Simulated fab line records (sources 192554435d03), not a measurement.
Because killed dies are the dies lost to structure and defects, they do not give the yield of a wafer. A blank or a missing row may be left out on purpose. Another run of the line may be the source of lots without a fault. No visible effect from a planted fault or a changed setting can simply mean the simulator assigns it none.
Chamber matching    flow n5_finfet    N5_BEOL_M10_DEP_56 on pecvd-01: 3 sister chambers
The step deposits SiCN from 3MS/NH3, target thk 15 nm, time 26.5 s. 6 wafers are shown with their chamber, then 12 later ones without.

EACH WAFER AND ITS CHAMBER
wafer   chamber  throttle_valve_pct (%)  showerhead_plenum_p_Torr (Torr)
L093.3  2        8.5                     3.665
L093.4  1        9.1                     3.671
L093.6  0        9.2                     3.652
L090.1  2        8.8                     3.662
L090.3  0        9.5                     3.650
L090.5  1        9.1                     3.660

WAFERS MISSING THEIR CHAMBER
wafer   throttle_valve_pct (%)  showerhead_plenum_p_Torr (Torr)
L094.1  8.6                     3.659
L094.2  9.6                     3.669
L094.3  8.9                     3.661
L094.4  9.2                     3.656
L094.5  9.3                     3.658
L094.6  8.7                     3.668
L097.1  9.1                     3.667
L097.4  8.9                     3.658
L097.6  9.6                     3.664
L095.2  9.4                     3.665
L095.4  9.3                     3.667
L095.5  8.6                     3.673

CHAMBER TAKEN BY EACH
wafer   from the rows above           in truth
L094.1  2                             2
L094.2  can't be placed: 1 or 0       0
L094.3  can't be placed: 1 or 2 or 0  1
L094.4  can't be placed: 0 or 1       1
L094.5  can't be placed: 0 or 1       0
L094.6  can't be placed: 2 or 1       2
L097.1  1                             1
L097.4  can't be placed: 2 or 1 or 0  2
L097.6  can't be placed: 1 or 0       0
L095.2  can't be placed: 1 or 0       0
L095.4  1                             1
L095.5  can't be placed: 2 or 1       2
Correctly placed: 3 of 12. From these rows, 9 cannot be placed; in 9 the true chamber is one of the candidates. Placed wrongly: 0.
How it was worked out, from the rows above alone: a wafer's distance from a chamber is the root of the sum, over the readings, of the square of ((its reading less the chamber's mean) divided by the reading's scatter). The wafer belongs to the nearest chamber; if the next one is less than 2 further off, it can't be placed. A chamber's mean is the mean of its shown wafers. The scatter is the square root of a quotient: the sum, over the shown wafers, of each reading's squared deviation from its chamber's mean, divided by wafers minus chambers.
